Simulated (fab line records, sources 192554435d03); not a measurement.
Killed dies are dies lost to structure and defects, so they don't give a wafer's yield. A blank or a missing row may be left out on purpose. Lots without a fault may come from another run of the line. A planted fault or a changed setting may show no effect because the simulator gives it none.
Chamber matching | flow n5_finfet | N5_DUMMY_GATE_ALD_02 on ald_sin-04: 4 sister chambers
The step deposits SiO2, target thk 2 nm, pulse time 1 s. 16 wafers are shown with their chamber, then 8 later ones without.

WAFERS WITH THEIR CHAMBER
wafer  | chamber | heater_power_w (W) | precursor_pulse_height_rel | susceptor_temp_C (C)
L074.1 | 2       | 518                | 1.002                      | 300.22
L074.2 | 1       | 453                | 1.003                      | 300.07
L074.4 | 3       | 492                | 0.990                      | 299.74
L077.1 | 0       | 493                | 1.021                      | 299.73
L077.2 | 3       | 496                | 1.007                      | 299.93
L077.5 | 0       | 486                | 1.001                      | 299.71
L080.1 | 0       | 505                | 1.005                      | 300.05
L080.2 | 3       | 483                | 0.995                      | 300.27
L080.4 | 2       | 521                | 1.032                      | 299.70
L081.2 | 0       | 496                | 1.041                      | 300.35
L081.3 | 3       | 505                | 1.025                      | 300.02
L081.6 | 3       | 495                | 0.992                      | 299.87
L088.1 | 3       | 456                | 0.985                      | 300.24
L088.3 | 1       | 449                | 1.028                      | 300.12
L088.6 | 0       | 488                | 1.010                      | 300.19
L090.4 | 3       | 455                | 1.018                      | 300.25

SIGNATURES (means of the wafers above)
reading                    | chamber 0 | chamber 1 | chamber 2 | chamber 3 | scatter within a chamber
heater_power_w             | 493.60    | 451.00    | 519.50    | 483.14    | 14.8
precursor_pulse_height_rel | 1.01560   | 1.01550   | 1.01700   | 1.00171   | 0.0163
susceptor_temp_C           | 300.0060  | 300.0950  | 299.9600  | 300.0457  | 0.245
Rule: a wafer's distance from a chamber is the root of the sum, over the readings, of the square of ((its reading less the chamber's mean) divided by the reading's scatter). The wafer belongs to the nearest chamber; if the next one is less than 2 further off, it can't be placed. The scatter: the root of (the sum of the squares of (reading less its chamber's mean) over the shown wafers, divided by (wafers less chambers)).

WAFERS WITHOUT THEIR CHAMBER
wafer  | heater_power_w (W) | precursor_pulse_height_rel | susceptor_temp_C (C)
L090.5 | 450                | 1.010                      | 300.18
L090.6 | 476                | 1.009                      | 299.95
L094.2 | 472                | 1.039                      | 300.03
L094.4 | 456                | 1.022                      | 300.12
L094.6 | 456                | 0.993                      | 300.10
L096.2 | 481                | 1.015                      | 299.74
L096.4 | 447                | 0.966                      | 300.12
L096.6 | 474                | 0.992                      | 299.95

WHICH CHAMBER EACH WENT THROUGH
wafer  | from the rows above               | in truth
L090.5 | can't be placed: 1 or 3           | 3
L090.6 | can't be placed: 3 or 0 or 1      | 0
L094.2 | can't be placed: 1 or 0 or 3 or 2 | 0
L094.4 | can't be placed: 1 or 3           | 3
L094.6 | can't be placed: 1 or 3 or 0      | 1
L096.2 | can't be placed: 0 or 3 or 1 or 2 | 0
L096.4 | can't be placed: 1 or 3 or 0      | 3
L096.6 | can't be placed: 3 or 0 or 1      | 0
Placed correctly: 0 of 8. Can't be placed from these rows: 8 (the true chamber is among the candidates in 8). Placed wrongly: 0.
